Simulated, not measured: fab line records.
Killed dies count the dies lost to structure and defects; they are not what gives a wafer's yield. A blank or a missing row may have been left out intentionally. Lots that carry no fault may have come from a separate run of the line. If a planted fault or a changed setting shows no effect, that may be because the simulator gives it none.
The tool behind it: which one? | flow n5-finfet | 15 lots, 41 wafers sampled, at 4 steps of a route of 1938

== WHAT THE GAUGES READ, wafer by wafer ==
The record lacks any reading of a measuring or inspecting step that a usual standard deviation could be used to judge.

== WHAT TOOL EACH LOT RAN ON (gives the tool, then ch and the chambers of the sampled wafers, and finally the start) ==
lot  | N5_BEOL_M3_ETCH_74                 | N5_BEOL_M3_STRIP_66                | N5_BEOL_M3_EXPOSE_25              | N5_BEOL_M3_DESCUM_33
L805 | rie-diel-04 ch 0,1,2, day 6 22:24  | rie-diel-04 ch 0,1,2, day 6 22:34  | euv-scanner-01 ch 0, day 6 22:58  | rie-diel-03 ch 0,1,2, day 6 23:20
L806 | rie-diel-03 ch 0,1, day 7 04:37    | rie-diel-03 ch 0,1, day 7 04:47    | euv-scanner-01 ch 0, day 7 05:11  | rie-diel-03 ch 2,3, day 7 05:27
L807 | rie-diel-03 ch 0,3, day 7 19:14    | rie-diel-03 ch 0,3, day 7 19:25    | euv-scanner-02 ch 0, day 8 00:23  | rie-diel-04 ch 1,3, day 8 00:38
L814 | rie-diel-03 ch 0,1,3, day 9 05:10  | rie-diel-03 ch 0,1,3, day 9 05:20  | euv-scanner-01, day 9 05:56       | rie-diel-04 ch 0,1,3, day 9 06:16
L813 | rie-diel-03 ch 0,3, day 9 07:17    | rie-diel-03 ch 0,3, day 9 07:27    | euv-scanner-02, day 9 08:04       | rie-diel-03 ch 0,1,3, day 9 08:20
L815 | rie-diel-04 ch 0,1,3, day 9 16:07  | rie-diel-04 ch 0,1,3, day 9 16:17  | euv-scanner-01, day 9 16:49       | rie-diel-04 ch 0,3, day 9 17:06
L817 | rie-diel-04 ch 1,2,3, day 10 14:48 | rie-diel-04 ch 1,2,3, day 10 14:58 | euv-scanner-01 ch 0, day 10 15:23 | rie-diel-03 ch 0,3, day 10 15:38
L819 | rie-diel-03 ch 1,2, day 10 22:33   | rie-diel-03 ch 1,2, day 10 22:44   | euv-scanner-01 ch 0, day 10 23:08 | rie-diel-04 ch 0,1,3, day 10 23:23
L820 | rie-diel-03 ch 0,2, day 11 00:30   | rie-diel-03 ch 0,2, day 11 00:40   | euv-scanner-01 ch 0, day 11 01:10 | rie-diel-04 ch 0,1, day 11 01:26
L821 | rie-diel-04 ch 0,2, day 11 05:59   | rie-diel-04 ch 0,2, day 11 06:09   | euv-scanner-02 ch 0, day 11 06:41 | rie-diel-04 ch 1,3, day 11 06:56
L823 | rie-diel-03 ch 2,3, day 11 16:44   | rie-diel-03 ch 2,3, day 11 16:55   | euv-scanner-01 ch 0, day 11 17:28 | rie-diel-04 ch 3, day 11 17:44
L825 | rie-diel-04 ch 2, day 12 00:36     | rie-diel-04 ch 2, day 12 00:46     | euv-scanner-01 ch 0, day 12 01:13 | rie-diel-06 ch 1,2, day 12 01:38
L826 | rie-diel-03 ch 1,2,3, day 12 18:06 | rie-diel-03 ch 1,2,3, day 12 18:16 | euv-scanner-01 ch 0, day 12 18:40 | rie-diel-06 ch 1,3, day 12 18:58
L827 | rie-diel-03 ch 1,2, day 13 00:27   | rie-diel-03 ch 1,2, day 13 00:43   | euv-scanner-02 ch 0, day 13 01:18 | rie-diel-06 ch 2,3, day 13 01:34
L828 | rie-diel-03 ch 0,3, day 13 05:41   | rie-diel-03 ch 0,3, day 13 05:52   | euv-scanner-01 ch 0, day 13 06:26 | rie-diel-03 ch 1,2,3, day 13 07:06
- N5_BEOL_M3_ETCH_74: etches underlayer in N2/H2, target depth 6.5 nm, time 5.2 s.
- N5_BEOL_M3_STRIP_66: strips in CF4.
- N5_BEOL_M3_EXPOSE_25: exposes mask V2, defocus 5 nm.
- N5_BEOL_M3_DESCUM_33: chemistry O2, time 7 s.

== WHAT THE TOOLS THEMSELVES READ (means of the sampled wafers that have a number; where no wafer has one, the mark that the record gives instead) ==
N5_BEOL_M3_ETCH_74. Usual: drypump-motor-current-A 5.9 A, standard deviation 0.34; etch-rf-on-time-s 5.18 s, standard deviation 0.19; oes-product-au 0.68 a.u., standard deviation 0.079; rf-vpp-V 523 V, standard deviation 3.2; showerhead-plenum-p-Torr 2.49 Torr, standard deviation 0.1; throttle-valve-pct 17.76 %, standard deviation 0.29.
lot  | tool        | drypump-motor-current-A (A) | etch-rf-on-time-s (s) | oes-product-au (a.u.) | rf-vpp-V (V) | showerhead-plenum-p-Torr (Torr) | throttle-valve-pct (%) | flag
L805 | rie-diel-04 | 5.9                         | 5.45                  | 0.61                  | 524          | 2.55                            | 17.72                  |
L806 | rie-diel-03 | 5.7                         | 5.06                  | 0.68                  | 522          | 2.48                            | 18.06                  |
L807 | rie-diel-03 | 5.8                         | 5.01                  | 0.72                  | 524          | 2.53                            | 17.92                  |
L814 | rie-diel-03 | 5.6                         | 5.05                  | 0.66                  | 521          | 2.46                            | 17.97                  |
L813 | rie-diel-03 | 5.6                         | 5.11                  | 0.65                  | 522          | 2.46                            | 17.85                  |
L815 | rie-diel-04 | 5.7                         | 5.35                  | 0.63                  | 521          | 2.45                            | 17.57                  |
L817 | rie-diel-04 | 5.9                         | 5.38                  | 0.68                  | 523          | 2.51                            | 17.58                  |
L819 | rie-diel-03 | 5.9                         | 5.10                  | 0.68                  | 520          | 2.43                            | 17.82                  |
L820 | rie-diel-03 | 6.2                         | 5.08                  | 0.76                  | 522          | 2.52                            | 17.63                  |
L821 | rie-diel-04 | 5.8                         | 5.15                  | 0.71                  | 523          | 2.50                            | 17.66                  |
L823 | rie-diel-03 | 6.0                         | 5.12                  | 0.80                  | 526          | 2.59                            | 17.25                  |
L825 | rie-diel-04 | 6.0                         | 5.23                  | 0.79                  | 525          | 2.59                            | 17.69                  |
L826 | rie-diel-03 | 5.9                         | 5.10                  | 0.73                  | 524          | 2.53                            | 17.56                  |
L827 | rie-diel-03 | 6.2                         | 5.03                  | 0.72                  | 521          | 2.45                            | 17.51                  |
L828 | rie-diel-03 | 5.6                         | 5.14                  | 0.76                  | 527          | 2.66                            | 17.59                  |

N5_BEOL_M3_STRIP_66. Usual: drypump-motor-current-A 5.8 A, standard deviation 0.34; oes-product-au 0.78 a.u., standard deviation 0.085; rf-vpp-V 270.5 V, standard deviation 1.7; showerhead-plenum-p-Torr 1.77 Torr, standard deviation 0.069; throttle-valve-pct 13.56 %, standard deviation 0.26.
lot  | tool        | drypump-motor-current-A (A) | oes-product-au (a.u.) | rf-vpp-V (V) | showerhead-plenum-p-Torr (Torr) | throttle-valve-pct (%) | flag
L805 | rie-diel-04 | 5.9                         | 0.74                  | 271.4        | 1.80                            | 13.58                  |
L806 | rie-diel-03 | 5.7                         | 0.78                  | 270.2        | 1.77                            | 13.81                  |
L807 | rie-diel-03 | 5.7                         | 0.81                  | 270.7        | 1.80                            | 13.62                  |
L814 | rie-diel-03 | 5.6                         | 0.76                  | 269.8        | 1.76                            | 13.72                  |
L813 | rie-diel-03 | 5.6                         | 0.74                  | 269.6        | 1.74                            | 13.59                  |
L815 | rie-diel-04 | 5.7                         | 0.75                  | 269.6        | 1.75                            | 13.44                  |
L817 | rie-diel-04 | 6.0                         | 0.81                  | 271.1        | 1.78                            | 13.38                  |
L819 | rie-diel-03 | 5.9                         | 0.78                  | 269.9        | 1.74                            | 13.67                  |
L820 | rie-diel-03 | 6.2                         | 0.87                  | 270.8        | 1.81                            | 13.43                  |
L821 | rie-diel-04 | 5.8                         | 0.82                  | 269.9        | 1.77                            | 13.41                  |
L823 | rie-diel-03 | 6.0                         | 0.93                  | 273.0        | 1.83                            | 13.06                  |
L825 | rie-diel-04 | 6.0                         | 0.90                  | 272.0        | 1.81                            | 13.34                  |
L826 | rie-diel-03 | 5.9                         | 0.84                  | 270.9        | 1.79                            | 13.36                  |
L827 | rie-diel-03 | 6.2                         | 0.83                  | 269.4        | 1.75                            | 13.42                  |
L828 | rie-diel-03 | 5.6                         | 0.87                  | 272.7        | 1.87                            | 13.26                  |

N5_BEOL_M3_EXPOSE_25. Usual: exposure-dose-mJ-cm2 at 62.95, with a standard deviation of 0.12.
lot  | tool           | exposure-dose-mJ-cm2 | flag
L805 | euv-scanner-01 | 63.03                |
L806 | euv-scanner-01 | 62.98                |
L807 | euv-scanner-02 | 62.87                |
L814 | euv-scanner-01 | -                    | OFF
L813 | euv-scanner-02 | -                    | OFF
L815 | euv-scanner-01 | -                    | OFF
L817 | euv-scanner-01 | 63.06                |
L819 | euv-scanner-01 | 62.98                |
L820 | euv-scanner-01 | 63.07                |
L821 | euv-scanner-02 | 62.76                |
L823 | euv-scanner-01 | 63.01                |
L825 | euv-scanner-01 | 63.09                |
L826 | euv-scanner-01 | 63.06                |
L827 | euv-scanner-02 | 62.75                |
L828 | euv-scanner-01 | 63.07                |

N5_BEOL_M3_DESCUM_33. Usual: drypump-motor-current-A 5.9 A, standard deviation 0.33; oes-product-au 0.79 a.u., standard deviation 0.089; rf-vpp-V 242.6 V, standard deviation 1.7; showerhead-plenum-p-Torr 2.06 Torr, standard deviation 0.086; throttle-valve-pct 20.34 %, standard deviation 0.24.
lot  | tool        | drypump-motor-current-A (A) | oes-product-au (a.u.) | rf-vpp-V (V) | showerhead-plenum-p-Torr (Torr) | throttle-valve-pct (%) | flag
L805 | rie-diel-03 | 6.0                         | 0.78                  | 243.9        | 2.07                            | 20.58                  |
L806 | rie-diel-03 | 6.2                         | 0.69                  | 242.3        | 2.04                            | 20.37                  |
L807 | rie-diel-04 | 5.8                         | 0.78                  | 241.9        | 2.03                            | 20.27                  |
L814 | rie-diel-04 | 5.8                         | 0.76                  | 242.6        | 2.03                            | 20.21                  |
L813 | rie-diel-03 | 5.6                         | 0.76                  | 241.4        | 2.03                            | 20.53                  |
L815 | rie-diel-04 | 5.5                         | 0.76                  | 241.7        | 1.96                            | 20.16                  |
L817 | rie-diel-03 | 5.6                         | 0.74                  | 241.6        | 2.01                            | 20.35                  |
L819 | rie-diel-04 | 5.7                         | 0.75                  | 242.8        | 2.03                            | 20.23                  |
L820 | rie-diel-04 | 5.8                         | 0.73                  | 242.9        | 2.08                            | 20.23                  |
L821 | rie-diel-04 | 6.0                         | 0.74                  | 242.2        | 2.06                            | 20.33                  |
L823 | rie-diel-04 | 5.7                         | 0.77                  | 239.9        | 1.94                            | 20.29                  |
L825 | rie-diel-06 | 6.1                         | 0.88                  | 243.6        | 2.08                            | 20.27                  |
L826 | rie-diel-06 | 6.0                         | 0.77                  | 241.8        | 2.03                            | 20.60                  |
L827 | rie-diel-06 | 5.9                         | 0.84                  | 243.0        | 2.08                            | 20.20                  |
L828 | rie-diel-03 | 5.9                         | 0.84                  | 243.3        | 2.09                            | 20.27                  |

== THE ANSWER, worked out from the rows above alone ==
Rule: a lot counts as off when the mean over its wafers that have a number is more than 3 standard deviations away from the usual mean. A lot without any number at a reading at which 4 lots or more have one is off too. The other lots that the step has rows for count as sound. After the gauges, taken in route order, come the tools' own readings; for these a lot's mean is taken, as printed above. The first step at which some lot is off is used, and at that step the reading that is off furthest; a lot without a number counts as furthest.
Off: L814, L813, L815 (N5_BEOL_M3_EXPOSE_25, exposure-dose-mJ-cm2). Without a number there: L814, L813, L815.
If a tool, at that step or one of the process steps before it, ran each lot that is off and ran no sound lot following the first of them, it fits. None of those tried fits.

== WHAT THE SIMULATOR PUT IN ==
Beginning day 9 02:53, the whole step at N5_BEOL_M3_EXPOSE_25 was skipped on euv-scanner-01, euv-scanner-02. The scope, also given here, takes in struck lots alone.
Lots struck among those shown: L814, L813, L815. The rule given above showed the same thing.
